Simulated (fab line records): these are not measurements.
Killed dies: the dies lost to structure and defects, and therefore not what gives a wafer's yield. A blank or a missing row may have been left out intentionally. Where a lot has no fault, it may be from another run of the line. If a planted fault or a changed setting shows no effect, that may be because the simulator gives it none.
A lot that was struck, set against a sound lot / flow nand-harc / 14 out of 1159 route steps
Sound: the wafers L706.2, L706.5, L706.6. Struck: wafer L714.1 (left out: L714.3, a lot-mate that was not struck); the cause follows at the end.
Each step with rows lists, per side, the tool, then ch with its chambers, then its first start. Under that, the readings that differ: sound wafers / struck wafers / difference of the means / sigmas: that difference in standard deviations of wafers without a fault.
alike: readings with means less than 2 such deviations apart, plus words and numbers identical on both sides. not compared: withheld readings, readings lacking a value on some wafer, bounds such as >300 that could conceal the same value, and numbers that have no deviation in the record and whose values overlap.
A row with sigmas, a row that says differs or no value, or rows on one side alone: a step with any of these is where the two part. Non-overlapping numbers with no deviation appear without sigmas and do not part them. A reading missing from all wafers of one side parts the sides only when that side holds two or more wafers.

first, 7 steps without rows for these wafers: NHARC_P_STI_COAT_41 (time 65 s); NHARC_P_STI_COAT_03 (resist thk 600 nm); NHARC_P_STI_SOFTBAKE_04 (time 70 s); NHARC_P_STI_EBR_05; NHARC_P_STI_EXPOSE_06 (exposes mask P STI, target cd 200 nm); NHARC_P_STI_PEB_07 (peb time 80 s); NHARC_P_STI_DEVELOP_08 (time 50 s).
NHARC_P_STI_CD_MEAS_09 targets a cd of 200 nm.
  sound on cd-sem-03 ch 0, day 4 22:49; struck on cd-sem-02 ch 0, day 7 01:20
  alike: cd-nm
NHARC_P_STI_OVL_MEAS_10:
  sound on overlay-01, day 4 22:55; struck on overlay-01, day 7 01:26
  alike: overlay-x-nm, overlay-y-nm
NHARC_P_STI_INSPECT_11:
  sound on defect-inspect-01, day 4 22:56; struck on defect-inspect-02, day 7 01:28
  alike: raw-defect-count
then, 1 step without rows for these wafers: NHARC_P_STI_HARDBAKE_13 (time 65 s).
NHARC_P_STI_DESCUM_14: chemistry O2, time 3 s.
  sound on rie-diel-05 ch 0,1,3, day 4 23:06; struck on rie-diel-05 ch 1, day 7 01:37
  alike: drypump-motor-current-A, oes-product-au, rf-vpp-V, showerhead-plenum-p-Torr, throttle-valve-pct
  not compared: rf-hours-counter-h
NHARC_P_STI_ETCH_42: etches the open film in N2/H2, target depth 80 nm, overetch 24 nm, time 61 s.
  sound on rie-diel-05 ch 0,1, day 4 23:10; struck on rie-diel-05 ch 2, day 7 01:41
reading=oes-product-au (a.u.); sound=0.985 1.001 0.987; struck=0.849; difference=-0.142; sigmas=-19
  alike: drypump-motor-current-A, rf-vpp-V, showerhead-plenum-p-Torr, throttle-valve-pct
  not compared: rf-hours-counter-h
NHARC_P_STI_ETCH_31: etches the open film in CF4/CHF3, target depth 108.9 nm, time 54.5 s.
  sound: rie-diel-05 ch 0,3; struck: rie-diel-05 ch 3
reading=showerhead-plenum-p-Torr (Torr); sound=1.48 1.48 1.68; struck=1.68; difference=+0.13; sigmas=+2
  alike: drypump-motor-current-A, oes-product-au, rf-vpp-V, throttle-valve-pct
  not compared: rf-hours-counter-h

== WHERE THEY PART ==
At NHARC_P_STI_ETCH_42 first; at NHARC_P_STI_ETCH_31 last (within this record only).

WHY: what the simulator had put in
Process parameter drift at NHARC_P_STI_ETCH_42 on rie-diel-05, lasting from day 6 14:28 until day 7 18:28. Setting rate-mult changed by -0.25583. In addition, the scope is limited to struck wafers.
